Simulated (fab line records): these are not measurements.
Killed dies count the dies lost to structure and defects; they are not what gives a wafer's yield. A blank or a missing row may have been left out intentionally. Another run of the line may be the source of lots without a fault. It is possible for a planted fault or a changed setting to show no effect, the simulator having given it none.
Chamber matching / flow nandHarc / 3 sister chambers for NHARC_A_M1_ETCH_15 on rieDiel-12
The step etches the open film in C4F8/Ar, target depth 182.5 nm, time 91.2 s. 3 wafers are shown with their chamber, then 4 later ones without.

## WAFERS, EACH WITH ITS CHAMBER
wafer=L417.1; chamber=1; oesProductAu (a.u.)=0.998
wafer=L419.3; chamber=0; oesProductAu (a.u.)=0.989
wafer=L419.4; chamber=3; oesProductAu (a.u.)=0.962

## WAFERS MISSING THEIR CHAMBER
wafer=L425.5; oesProductAu (a.u.)=0.971
wafer=L425.6; oesProductAu (a.u.)=0.981
wafer=L423.2; oesProductAu (a.u.)=0.993
wafer=L423.5; oesProductAu (a.u.)=0.998

## THE CHAMBER EACH PASSED THROUGH
wafer=L425.5; from the rows above=can't be placed: 3 or 0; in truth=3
wafer=L425.6; from the rows above=can't be placed: 0 or 1 or 3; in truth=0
wafer=L423.2; from the rows above=can't be placed: 0 or 1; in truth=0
wafer=L423.5; from the rows above=can't be placed: 1 or 0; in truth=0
Placed correctly: 0 of 4. Unplaceable from these rows: 4, with the true chamber sitting among the candidates in 4. Wrongly placed: 0.
How it was worked out, from the rows above alone: a wafer's distance from a chamber is the root of the sum, over the readings, of the square of ((its reading less the chamber's mean) divided by the reading's scatter). If the next closest chamber is less than 2 further off than the closest, the wafer can't be placed; otherwise it belongs to the closest. Each chamber's mean is taken over the wafers shown for it. The scatter: root of mean squared gap, hidden wafer to nearest shown wafer, with one shown wafer a chamber.
